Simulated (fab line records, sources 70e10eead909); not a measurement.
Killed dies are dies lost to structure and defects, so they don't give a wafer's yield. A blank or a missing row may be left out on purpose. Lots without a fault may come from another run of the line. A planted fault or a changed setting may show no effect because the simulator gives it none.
Problem report in the 8D (eight disciplines) form, filled by code | flow nand_harc | the parts of the form that need people (team, actions taken, sign-off) are left out

1. THE PROBLEM
run_length_s at NHARC_HYBRID_BOND_ACTIVATE_00 reads a mean of 69.3 s on 2 wafers of 2 lots; wafers without a fault read 81.5 s with a standard deviation of 0.41. That is -30 standard deviations from the usual mean.
The step: chemistry N2, time 60 s.
First seen on wafer L790.6, day 30 19:37, on rie_diel-13. The record holds 39 wafers of 13 lots with a number at this step. Rule for "out", or "out of limits": more than 4 standard deviations from the usual mean. The other wafers with a number count as sound.

2. WHAT IT IS AND WHAT IT IS NOT
question                    | is                | is not
which readings at this step | run_length_s      | drypump_motor_current_A, oes_product_au, rf_vpp_V, showerhead_plenum_p_Torr
which lots                  | L790, L791        | L773, L775, L776, L777, L778, L780, L781, L783, L784, L785, L786
which wafers of those lots  | L790.6, L791.6    | L790.4, L790.5, L791.4, L791.5
read on which tools         | rie_diel-13       | rie_diel-09
when                        | from day 30 19:37 | up to then (35 sound wafers); but 2 sound wafers of L791 came after

3. SUSPECTS, AND WHAT RULES EACH OUT
Counting: a tool at a process step up to the reading stays a suspect if it ran every lot that is out. Sound lots after the first of them don't rule it out here, since some wafers of a struck lot are sound.
- rie_diel-13 at NHARC_HYBRID_BOND_ACTIVATE_00 (chemistry N2, time 60 s): kept. It ran every lot that is out, first L790 (day 30 19:37); its last sound lot up to then is L786 (day 28 18:17). Its own readings are out on those wafers: run_length_s.
- Within rie_diel-13 at NHARC_HYBRID_BOND_ACTIVATE_00: the wafers that are out ran in chambers 0, 2; their sound lot-mates ran in chambers 1, 3.
Left after counting: rie_diel-13 at NHARC_HYBRID_BOND_ACTIVATE_00.

4. THE CAUSE (what the simulator had put in)
Process parameter drift: rie_diel-13, from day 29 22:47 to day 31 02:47, at NHARC_HYBRID_BOND_ACTIVATE_00. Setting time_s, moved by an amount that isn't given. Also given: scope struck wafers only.
Counting left only this tool.

5. THE CHAIN OF EFFECTS, in route order
Each row: a reading whose mean over the struck wafers that have a number lies more than 3 standard deviations from the usual. Only readings for which the record gives a usual standard deviation are gone through. hours: the time from each lot's start at the first step in this table that gives one to its start at this step, as a median over the lots. sigmas: the change in usual standard deviations.
hours | step                          | reading      | usual  | on struck wafers | change | sigmas
0     | NHARC_HYBRID_BOND_ACTIVATE_00 | run_length_s | 81.5 s | 69.3             | -12.2  | -30
The process steps in it:
- NHARC_HYBRID_BOND_ACTIVATE_00: chemistry N2, time 60 s.

6. WHAT WOULD HAVE CAUGHT IT SOONER
In this record the first reading out of limits was taken at day 30 19:37, 21 hours after the fault began at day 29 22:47.
